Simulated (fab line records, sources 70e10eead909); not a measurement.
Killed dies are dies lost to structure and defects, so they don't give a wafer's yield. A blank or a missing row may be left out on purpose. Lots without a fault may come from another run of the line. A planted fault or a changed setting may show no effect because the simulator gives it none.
Which tool did it? | flow nand_harc | 6 lots, 18 wafers sampled, at 2 steps of a route of 1302

WHAT THE GAUGES READ, wafer by wafer
NHARC_P_M1_CD_MEAS_16.
lot  | measured     | on        | cd_nm (nm)
L108 | day 6 22:44  | cd_sem-03 | 129.6 128.3 129.5
L112 | day 8 07:13  | cd_sem-03 | 130.7 130.2 130.4
L118 | day 10 17:46 | cd_sem-01 | 129.3 130.5 129.1
L122 | day 12 20:32 | cd_sem-01 | 129.2 129.4 129.6
L125 | day 13 19:22 | cd_sem-01 | 130.9 129.9 130.0
L127 | day 14 17:25 | cd_sem-02 | 131.7 129.8 130.7

WHICH TOOL RAN EACH LOT (tool, then ch and the chambers of the sampled wafers, then the start)
lot  | NHARC_P_M0_PRE_CLEAN_31
L108 | pecvd-04 ch 0,2, day 6 21:02
L112 | pecvd-01 ch 0,2, day 8 05:31
L118 | pecvd-01 ch 0,2, day 10 15:57
L122 | pecvd-03 ch 0,2, day 12 18:41
L125 | pecvd-01 ch 0,1, day 13 17:34
L127 | pecvd-03 ch 1,2, day 14 15:37
- NHARC_P_M0_PRE_CLEAN_31: time 12 s.

THE ANSWER, worked out from the rows above alone
Rule: what is usual is taken from the lots themselves. Put in order of their means at a reading, lots are off if they are a third of the lots or fewer, leave a main group of 4 or more, and stand apart from it by a gap of 3 or more times the standard deviation of the main group's means; of several such gaps the widest counts. A main group whose means are all the same, to the digits that the tables above print for the reading, isn't used. A lot without any number at a reading at which 4 lots or more have one is off too. The other lots that the step has rows for count as sound.
No lot is off at any reading shown: from this, nothing can be told.

WHAT THE SIMULATOR HAD PUT IN
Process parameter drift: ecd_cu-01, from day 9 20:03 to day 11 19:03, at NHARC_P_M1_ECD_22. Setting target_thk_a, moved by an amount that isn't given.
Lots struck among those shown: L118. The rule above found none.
